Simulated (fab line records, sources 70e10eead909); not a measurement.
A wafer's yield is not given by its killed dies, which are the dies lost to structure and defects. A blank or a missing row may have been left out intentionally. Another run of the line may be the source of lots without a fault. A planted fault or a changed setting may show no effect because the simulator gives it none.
Which tool is to blame? -- flow nand_harc -- 12 lots, 36 wafers sampled, at 4 steps of a route of 1302

== WHAT EACH GAUGE READ, for each wafer ==
NHARC_A_ONON_D1_THK_MEAS_34: measures by ellipsometry.
lot,measured,on,thk_nm (nm)
L075,day 8 14:01,film_metro-02,197.5 201.4 202.6
L077,day 9 08:22,film_metro-02,199.9 199.4 202.2
L079,day 10 13:44,film_metro-01,201.0 204.8 203.8
L081,day 11 10:40,film_metro-02,199.0 196.6 196.5
L083,day 12 05:44,film_metro-02,199.7 200.7 198.7
L085,day 12 22:48,film_metro-02,201.5 202.8 202.2
L087,day 13 13:20,film_metro-01,197.5 201.1 201.5
L089,day 14 08:06,film_metro-02,199.4 200.7 203.0
L091,day 15 11:37,film_metro-01,195.3 195.4 198.8
L093,day 15 20:43,film_metro-02,200.8 198.4 199.7
L095,day 16 19:35,film_metro-01,198.8 196.9 201.8
L097,day 18 01:14,film_metro-01,199.1 200.2 198.8

== WHAT TOOL EACH LOT RAN ON (gives the tool, then ch and the chambers of the sampled wafers, and finally the start) ==
lot,NHARC_P_BONDPAD_ETCH_24,NHARC_P_BONDPAD_ANNEAL_28,NHARC_A_ZERO_WELL_RTA_16
L075,"rie_diel-01 ch 0,1,2, day 7 03:34 or earlier","rtp_anneal-01 ch 0, day 7 03:34","rtp_anneal-01 ch 0, day 7 07:01"
L077,"rie_diel-01 ch 0,1, day 7 22:22 or earlier","rtp_anneal-01 ch 0, day 7 22:22","rtp_anneal-01 ch 0, day 8 01:40"
L079,"rie_diel-10 ch 0,3, day 8 21:23","rtp_anneal-02 ch 0, day 8 22:37","rtp_anneal-02 ch 0, day 9 01:55"
L081,"rie_diel-01 ch 1,2, day 9 10:34","rtp_anneal-02 ch 0, day 9 11:43","rtp_anneal-02 ch 0, day 9 15:11"
L083,"rie_diel-04 ch 1,2,3, day 10 13:08 or earlier","rtp_anneal-01 ch 0, day 10 13:08","rtp_anneal-02 ch 0, day 10 16:44"
L085,"rie_diel-01 ch 0,2,3, day 11 06:02 or earlier","rtp_anneal-02 ch 0, day 11 06:02","rtp_anneal-02 ch 0, day 11 09:28"
L087,"rie_diel-04 ch 0,2, day 12 00:19 or earlier","rtp_anneal-02 ch 0, day 12 00:19","rtp_anneal-02 ch 0, day 12 03:46"
L089,"rie_diel-01 ch 0,2,3, day 12 20:23 or earlier","rtp_anneal-01 ch 0, day 12 20:23","rtp_anneal-02 ch 0, day 12 23:49"
L091,"rie_diel-01 ch 1,2,3, day 13 18:35 or earlier","rtp_anneal-02 ch 0, day 13 18:35","rtp_anneal-02 ch 0, day 13 22:08"
L093,"rie_diel-04 ch 0,1,2, day 14 10:18 or earlier","rtp_anneal-02 ch 0, day 14 10:18","rtp_anneal-02 ch 0, day 14 13:41"
L095,"rie_diel-01 ch 0,2,3, day 15 04:43","rtp_anneal-01 ch 0, day 15 05:52","rtp_anneal-02 ch 0, day 15 09:11"
L097,"rie_diel-10 ch 1,2,3, day 16 10:14 or earlier","rtp_anneal-02 ch 0, day 16 10:14","rtp_anneal-02 ch 0, day 16 13:39"
- NHARC_P_BONDPAD_ETCH_24: etches the open film in CF4/N2, target depth 30 nm, time 72.99 s.
- NHARC_P_BONDPAD_ANNEAL_28: time 90 s.
- NHARC_A_ZERO_WELL_RTA_16: time 10 s.

== THE ANSWER, worked out from the rows above alone ==
Rule: the lots themselves supply what counts as usual. Put in order of their means at a reading, lots are off if they are a third of the lots or fewer, leave a main group of 4 or more, and stand apart from it by a gap of 3 or more times the standard deviation of the main group's means; of several such gaps the widest counts. A main group is skipped when, at the precision printed for the reading in the tables above, its means are all equal. Also off: a lot with no number at a reading for which 4 or more lots have one. All remaining lots with rows at the step are treated as sound.
Nothing can be told from this: no lot is off at any reading shown.

== WHAT THE SIMULATOR HAD PUT IN ==
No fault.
